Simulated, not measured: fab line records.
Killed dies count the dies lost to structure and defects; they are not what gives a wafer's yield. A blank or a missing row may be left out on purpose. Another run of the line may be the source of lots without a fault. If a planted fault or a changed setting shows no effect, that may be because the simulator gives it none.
Which tool was responsible? / flow n5-finfet / 24 lots with 72 wafers sampled at 6 steps, on a route of 1938 steps

== WHAT THE GAUGES SHOWED, per wafer ==
N5_BEOL_M11_INSPECT_30: inspects for defects (brightfield). Usual: raw-defect-count at 428, with a standard deviation of 100.
lot=L074; measured=day 10 23:13; on=defect-inspect-01; raw-defect-count=439 312 312; flag=
lot=L075; measured=day 11 00:54; on=defect-inspect-01; raw-defect-count=368 376 422; flag=
lot=L076; measured=day 11 09:34; on=defect-inspect-02; raw-defect-count=263 289 339; flag=
lot=L077; measured=day 11 17:17; on=defect-inspect-02; raw-defect-count=365 586 537; flag=
lot=L078; measured=day 11 20:38; on=defect-inspect-02; raw-defect-count=379 427 424; flag=
lot=L080; measured=day 12 10:59; on=defect-inspect-02; raw-defect-count=408 593 398; flag=
lot=L079; measured=day 12 14:16; on=defect-inspect-01; raw-defect-count=324 361 385; flag=
lot=L081; measured=day 12 14:26; on=defect-inspect-02; raw-defect-count=262 460 357; flag=
lot=L083; measured=day 13 04:45; on=defect-inspect-01; raw-defect-count=493 556 506; flag=
lot=L082; measured=day 13 07:10; on=defect-inspect-01; raw-defect-count=394 407 463; flag=
lot=L086; measured=day 13 16:46; on=defect-inspect-01; raw-defect-count=426 316 465; flag=
lot=L084; measured=day 13 17:06; on=defect-inspect-01; raw-defect-count=590 666 540; flag=
lot=L085; measured=day 13 22:04; on=defect-inspect-01; raw-defect-count=439 399 444; flag=
lot=L089; measured=day 14 20:29; on=defect-inspect-02; raw-defect-count=545 567 412; flag=
lot=L088; measured=day 14 20:47; on=defect-inspect-02; raw-defect-count=438 563 313; flag=
lot=L087; measured=day 15 01:14; on=defect-inspect-02; raw-defect-count=340 438 332; flag=
lot=L090; measured=day 15 01:23; on=defect-inspect-02; raw-defect-count=408 457 436; flag=
lot=L091; measured=day 15 13:39; on=defect-inspect-02; raw-defect-count=386 301 288; flag=
lot=L093; measured=day 16 00:35; on=defect-inspect-02; raw-defect-count=459 435 420; flag=
lot=L092; measured=day 16 00:45; on=defect-inspect-01; raw-defect-count=323 456 383; flag=
lot=L094; measured=day 16 18:19; on=defect-inspect-01; raw-defect-count=399 434 270; flag=
lot=L095; measured=day 17 01:52; on=defect-inspect-01; raw-defect-count=460 436 532; flag=
lot=L097; measured=day 17 05:56; on=defect-inspect-02; raw-defect-count=365 457 349; flag=
lot=L096; measured=day 17 07:55; on=defect-inspect-02; raw-defect-count=600 400 766; flag=

N5_BEOL_M11_OCD_MEAS_38. Usual: trench-depth-nm at 148 nm, with a standard deviation of 3.4.
lot=L074; measured=day 11 00:22; on=ocd-01; trench-depth-nm (nm)=151 147 156; flag=
lot=L075; measured=day 11 01:26; on=ocd-02; trench-depth-nm (nm)=151 140 151; flag=
lot=L076; measured=day 11 10:05; on=ocd-02; trench-depth-nm (nm)=153 148 147; flag=
lot=L077; measured=day 11 17:50; on=ocd-01; trench-depth-nm (nm)=153 143 149; flag=
lot=L078; measured=day 11 21:11; on=ocd-02; trench-depth-nm (nm)=147 151 144; flag=
lot=L080; measured=day 12 12:23; on=ocd-01; trench-depth-nm (nm)=152 144 143; flag=
lot=L079; measured=day 12 14:48; on=ocd-01; trench-depth-nm (nm)=150 145 143; flag=
lot=L081; measured=day 12 14:58; on=ocd-02; trench-depth-nm (nm)=144 148 154; flag=
lot=L083; measured=day 13 05:29; on=ocd-02; trench-depth-nm (nm)=152 146 148; flag=
lot=L082; measured=day 13 07:42; on=ocd-01; trench-depth-nm (nm)=146 150 146; flag=
lot=L086; measured=day 13 17:18; on=ocd-02; trench-depth-nm (nm)=150 148 150; flag=
lot=L084; measured=day 13 17:38; on=ocd-02; trench-depth-nm (nm)=142 146 143; flag=
lot=L085; measured=day 13 22:54; on=ocd-01; trench-depth-nm (nm)=145 151 152; flag=
lot=L089; measured=day 14 21:01; on=ocd-01; trench-depth-nm (nm)=147 150 149; flag=
lot=L088; measured=day 14 21:19; on=ocd-01; trench-depth-nm (nm)=151 145 143; flag=
lot=L087; measured=day 15 01:46; on=ocd-02; trench-depth-nm (nm)=145 149 147; flag=
lot=L090; measured=day 15 02:08; on=ocd-02; trench-depth-nm (nm)=152 142 150; flag=
lot=L091; measured=day 15 14:11; on=ocd-01; trench-depth-nm (nm)=145 142 148; flag=
lot=L093; measured=day 16 01:43; on=ocd-02; trench-depth-nm (nm)=151 145 152; flag=
lot=L092; measured=day 16 01:59; on=ocd-01; trench-depth-nm (nm)=143 151 149; flag=
lot=L094; measured=day 16 18:53; on=ocd-01; trench-depth-nm (nm)=148 151 149; flag=
lot=L095; measured=day 17 02:23; on=ocd-02; trench-depth-nm (nm)=142 149 150; flag=
lot=L097; measured=day 17 06:28; on=ocd-01; trench-depth-nm (nm)=152 151 144; flag=
lot=L096; measured=day 17 08:31; on=ocd-02; trench-depth-nm (nm)=144 148 152; flag=

N5_BEOL_M12_CD_MEAS_10: target cd 140 nm. Usual: cd-nm at 139.1 nm, with a standard deviation of 2.3.
lot=L074; measured=day 11 04:09; on=cd-sem-03; cd-nm (nm)=139.4 140.1 138.3; flag=
lot=L075; measured=day 11 04:33; on=cd-sem-02; cd-nm (nm)=137.6 140.7 140.0; flag=
lot=L076; measured=day 11 12:50; on=cd-sem-03; cd-nm (nm)=135.8 140.5 138.5; flag=
lot=L077; measured=day 11 22:55; on=cd-sem-02; cd-nm (nm)=134.9 138.4 137.3; flag=
lot=L078; measured=day 12 01:04; on=cd-sem-02; cd-nm (nm)=138.7 144.6 141.0; flag=
lot=L080; measured=day 12 17:02; on=cd-sem-02; cd-nm (nm)=137.1 140.3 137.9; flag=
lot=L079; measured=day 12 17:47; on=cd-sem-02; cd-nm (nm)=141.4 142.6 142.2; flag=
lot=L081; measured=day 12 18:22; on=cd-sem-03; cd-nm (nm)=136.3 138.5 137.7; flag=
lot=L083; measured=day 13 08:58; on=cd-sem-01; cd-nm (nm)=140.1 139.4 139.0; flag=
lot=L082; measured=day 13 12:19; on=cd-sem-03; cd-nm (nm)=140.6 139.3 139.6; flag=
lot=L086; measured=day 13 20:14; on=cd-sem-03; cd-nm (nm)=139.1 141.3 135.9; flag=
lot=L084; measured=day 13 20:29; on=cd-sem-01; cd-nm (nm)=139.7 136.8 138.7; flag=
lot=L085; measured=day 14 03:07; on=cd-sem-03; cd-nm (nm)=138.7 138.4 140.6; flag=
lot=L089; measured=day 15 01:35; on=cd-sem-02; cd-nm (nm)=139.5 138.9 136.2; flag=
lot=L088; measured=day 15 02:18; on=cd-sem-02; cd-nm (nm)=140.0 141.0 136.0; flag=
lot=L087; measured=day 15 06:14; on=cd-sem-02; cd-nm (nm)=137.5 143.6 145.4; flag=
lot=L090; measured=day 15 07:11; on=cd-sem-01; cd-nm (nm)=139.1 139.9 138.9; flag=
lot=L091; measured=day 15 20:24; on=cd-sem-01; cd-nm (nm)=141.6 140.1 139.0; flag=
lot=L093; measured=day 16 07:44; on=cd-sem-01; cd-nm (nm)=138.5 137.5 137.4; flag=
lot=L092; measured=day 16 08:16; on=cd-sem-01; cd-nm (nm)=139.8 144.7 141.1; flag=
lot=L094; measured=day 17 02:44; on=cd-sem-02; cd-nm (nm)=135.4 138.3 138.4; flag=
lot=L095; measured=day 17 05:14; on=cd-sem-02; cd-nm (nm)=137.9 139.6 138.4; flag=
lot=L097; measured=day 17 09:27; on=cd-sem-02; cd-nm (nm)=143.1 140.0 143.1; flag=
lot=L096; measured=day 17 11:40; on=cd-sem-03; cd-nm (nm)=137.8 139.4 140.5; flag=

N5_BEOL_M12_OVL_MEAS_29. Usual: M12_OVL typically reads 3 nm, with standard deviation 5.1.
lot=L074; measured=day 11 05:12; on=overlay-01; M12_OVL (nm)=7 10 8; flag=
lot=L075; measured=day 11 05:30; on=overlay-02; M12_OVL (nm)=-5 -1 -8; flag=
lot=L076; measured=day 11 13:54; on=overlay-01; M12_OVL (nm)=2 3 6; flag=
lot=L077; measured=day 11 23:59; on=overlay-02; M12_OVL (nm)=1 2 1; flag=
lot=L078; measured=day 12 02:19; on=overlay-01; M12_OVL (nm)=7 5 -5; flag=
lot=L080; measured=day 12 17:59; on=overlay-01; M12_OVL (nm)=4 9 10; flag=
lot=L079; measured=day 12 18:51; on=overlay-02; M12_OVL (nm)=4 -1 8; flag=
lot=L081; measured=day 12 19:52; on=overlay-01; M12_OVL (nm)=4 3 4; flag=
lot=L083; measured=day 13 10:15; on=overlay-01; M12_OVL (nm)=7 0 2; flag=
lot=L082; measured=day 13 13:22; on=overlay-02; M12_OVL (nm)=6 8 11; flag=
lot=L086; measured=day 13 21:11; on=overlay-01; M12_OVL (nm)=6 6 12; flag=
lot=L084; measured=day 13 21:27; on=overlay-01; M12_OVL (nm)=-2 1 -4; flag=
lot=L085; measured=day 14 04:11; on=overlay-02; M12_OVL (nm)=3 -3 -7; flag=
lot=L089; measured=day 15 02:47; on=overlay-01; M12_OVL (nm)=9 7 0; flag=
lot=L088; measured=day 15 03:29; on=overlay-01; M12_OVL (nm)=7 7 1; flag=
lot=L087; measured=day 15 07:19; on=overlay-01; M12_OVL (nm)=4 6 10; flag=
lot=L090; measured=day 15 08:16; on=overlay-01; M12_OVL (nm)=3 -1 1; flag=
lot=L091; measured=day 15 21:43; on=overlay-02; M12_OVL (nm)=4 -6 -5; flag=
lot=L093; measured=day 16 08:47; on=overlay-02; M12_OVL (nm)=1 -4 -6; flag=
lot=L092; measured=day 16 09:13; on=overlay-01; M12_OVL (nm)=7 0 -2; flag=
lot=L094; measured=day 17 03:49; on=overlay-01; M12_OVL (nm)=1 3 5; flag=
lot=L095; measured=day 17 06:19; on=overlay-01; M12_OVL (nm)=0 -1 -2; flag=
lot=L097; measured=day 17 10:31; on=overlay-01; M12_OVL (nm)=5 15 5; flag=
lot=L096; measured=day 17 12:52; on=overlay-01; M12_OVL (nm)=-1 -1 -5; flag=

N5_BEOL_M12_INSPECT_30: inspects for defects (macro). Usual: raw-defect-count at 2.1, with a standard deviation of 1.3.
lot=L074; measured=day 11 05:13; on=defect-inspect-02; raw-defect-count=0 3 1; flag=
lot=L075; measured=day 11 05:31; on=defect-inspect-02; raw-defect-count=5 2 4; flag=
lot=L076; measured=day 11 13:56; on=defect-inspect-02; raw-defect-count=0 0 2; flag=
lot=L077; measured=day 12 00:01; on=defect-inspect-01; raw-defect-count=3 1 1; flag=
lot=L078; measured=day 12 02:20; on=defect-inspect-02; raw-defect-count=4 3 0; flag=
lot=L080; measured=day 12 18:00; on=defect-inspect-02; raw-defect-count=1 2 2; flag=
lot=L079; measured=day 12 18:53; on=defect-inspect-01; raw-defect-count=2 1 4; flag=
lot=L081; measured=day 12 19:54; on=defect-inspect-01; raw-defect-count=1 4 4; flag=
lot=L083; measured=day 13 10:17; on=defect-inspect-01; raw-defect-count=0 2 2; flag=
lot=L082; measured=day 13 13:23; on=defect-inspect-01; raw-defect-count=1 2 1; flag=
lot=L086; measured=day 13 21:13; on=defect-inspect-01; raw-defect-count=1 0 3; flag=
lot=L084; measured=day 13 21:28; on=defect-inspect-01; raw-defect-count=3 2 1; flag=
lot=L085; measured=day 14 04:13; on=defect-inspect-01; raw-defect-count=1 2 4; flag=
lot=L089; measured=day 15 02:50; on=defect-inspect-02; raw-defect-count=2 0 2; flag=
lot=L088; measured=day 15 03:30; on=defect-inspect-01; raw-defect-count=3 5 1; flag=
lot=L087; measured=day 15 07:20; on=defect-inspect-02; raw-defect-count=4 4 4; flag=
lot=L090; measured=day 15 08:17; on=defect-inspect-02; raw-defect-count=2 3 4; flag=
lot=L091; measured=day 15 21:45; on=defect-inspect-01; raw-defect-count=3 0 3; flag=
lot=L093; measured=day 16 08:49; on=defect-inspect-01; raw-defect-count=3 2 2; flag=
lot=L092; measured=day 16 09:14; on=defect-inspect-02; raw-defect-count=2 1 3; flag=
lot=L094; measured=day 17 03:51; on=defect-inspect-01; raw-defect-count=0 1 3; flag=
lot=L095; measured=day 17 06:20; on=defect-inspect-02; raw-defect-count=2 1 3; flag=
lot=L097; measured=day 17 10:32; on=defect-inspect-01; raw-defect-count=2 3 1; flag=
lot=L096; measured=day 17 12:53; on=defect-inspect-01; raw-defect-count=3 2 2; flag=

== TOOL THAT RAN EACH LOT (tool first, then ch and the chambers of the sampled wafers, then the start) ==
lot=L074; N5_BEOL_M11_SPUTTER_48=pvd-sputter-02, day 11 02:40
lot=L075; N5_BEOL_M11_SPUTTER_48=pvd-sputter-01, day 11 02:59
lot=L076; N5_BEOL_M11_SPUTTER_48=pvd-sputter-01, day 11 11:23
lot=L077; N5_BEOL_M11_SPUTTER_48=pvd-sputter-03, day 11 20:58
lot=L078; N5_BEOL_M11_SPUTTER_48=pvd-sputter-03, day 11 22:40
lot=L080; N5_BEOL_M11_SPUTTER_48=pvd-sputter-01, day 12 15:28
lot=L079; N5_BEOL_M11_SPUTTER_48=pvd-sputter-02, day 12 16:10
lot=L081; N5_BEOL_M11_SPUTTER_48=pvd-sputter-01, day 12 16:46
lot=L083; N5_BEOL_M11_SPUTTER_48=pvd-sputter-02, day 13 07:10
lot=L082; N5_BEOL_M11_SPUTTER_48=pvd-sputter-01, day 13 10:40
lot=L086; N5_BEOL_M11_SPUTTER_48=pvd-sputter-02, day 13 18:36
lot=L084; N5_BEOL_M11_SPUTTER_48=pvd-sputter-02, day 13 18:58
lot=L085; N5_BEOL_M11_SPUTTER_48=pvd-sputter-02, day 14 01:36
lot=L089; N5_BEOL_M11_SPUTTER_48=pvd-sputter-02, day 14 22:23
lot=L088; N5_BEOL_M11_SPUTTER_48=pvd-sputter-02, day 14 22:45
lot=L087; N5_BEOL_M11_SPUTTER_48=pvd-sputter-01, day 15 03:21
lot=L090; N5_BEOL_M11_SPUTTER_48=pvd-sputter-03, day 15 04:53
lot=L091; N5_BEOL_M11_SPUTTER_48=pvd-sputter-02, day 15 15:45
lot=L093; N5_BEOL_M11_SPUTTER_48=pvd-sputter-03, day 16 04:14
lot=L092; N5_BEOL_M11_SPUTTER_48=pvd-sputter-02, day 16 05:05
lot=L094; N5_BEOL_M11_SPUTTER_48=pvd-sputter-01, day 16 22:08
lot=L095; N5_BEOL_M11_SPUTTER_48=pvd-sputter-03, day 17 03:46
lot=L097; N5_BEOL_M11_SPUTTER_48=pvd-sputter-02, day 17 08:01
lot=L096; N5_BEOL_M11_SPUTTER_48=pvd-sputter-01, day 17 09:46
- N5_BEOL_M11_SPUTTER_48: material Cu, target thk 12 nm, time 2 s.

== AS READ BY THE TOOLS THEMSELVES (means over the sampled wafers that have a number; for cases with no such wafer, the mark the record gives instead) ==
N5_BEOL_M11_SPUTTER_48. Usual: throttle-valve-pct at 30.1 %, with a standard deviation of 0.93.
lot=L074; tool=pvd-sputter-02; throttle-valve-pct (%)=30.7; flag=
lot=L075; tool=pvd-sputter-01; throttle-valve-pct (%)=30.5; flag=
lot=L076; tool=pvd-sputter-01; throttle-valve-pct (%)=30.1; flag=
lot=L077; tool=pvd-sputter-03; throttle-valve-pct (%)=30.3; flag=
lot=L078; tool=pvd-sputter-03; throttle-valve-pct (%)=30.4; flag=
lot=L080; tool=pvd-sputter-01; throttle-valve-pct (%)=29.5; flag=
lot=L079; tool=pvd-sputter-02; throttle-valve-pct (%)=29.8; flag=
lot=L081; tool=pvd-sputter-01; throttle-valve-pct (%)=29.7; flag=
lot=L083; tool=pvd-sputter-02; throttle-valve-pct (%)=30.6; flag=
lot=L082; tool=pvd-sputter-01; throttle-valve-pct (%)=29.8; flag=
lot=L086; tool=pvd-sputter-02; throttle-valve-pct (%)=29.4; flag=
lot=L084; tool=pvd-sputter-02; throttle-valve-pct (%)=30.3; flag=
lot=L085; tool=pvd-sputter-02; throttle-valve-pct (%)=29.7; flag=
lot=L089; tool=pvd-sputter-02; throttle-valve-pct (%)=30.5; flag=
lot=L088; tool=pvd-sputter-02; throttle-valve-pct (%)=29.8; flag=
lot=L087; tool=pvd-sputter-01; throttle-valve-pct (%)=30.2; flag=
lot=L090; tool=pvd-sputter-03; throttle-valve-pct (%)=30.5; flag=
lot=L091; tool=pvd-sputter-02; throttle-valve-pct (%)=29.2; flag=
lot=L093; tool=pvd-sputter-03; throttle-valve-pct (%)=30.5; flag=
lot=L092; tool=pvd-sputter-02; throttle-valve-pct (%)=29.9; flag=
lot=L094; tool=pvd-sputter-01; throttle-valve-pct (%)=30.8; flag=
lot=L095; tool=pvd-sputter-03; throttle-valve-pct (%)=30.5; flag=
lot=L097; tool=pvd-sputter-02; throttle-valve-pct (%)=29.6; flag=
lot=L096; tool=pvd-sputter-01; throttle-valve-pct (%)=30.4; flag=

== THE ANSWER, worked out from the rows above alone ==
Rule: lot off if the mean of its wafers having a number is beyond 3 standard deviations from the usual mean. Also off: a lot with no number at a reading for which 4 or more lots have one. Any other lot the step has rows for is counted as sound. Order of review: gauges by route order, followed by the tools' own readings, for which a lot's mean as printed above is used. At the first step where some lot is off, the reading lying furthest off is the one used; lots without a number count as furthest.
Nothing can be told from this: no lot is off at any reading shown.

== WHAT THE SIMULATOR HAD PUT IN ==
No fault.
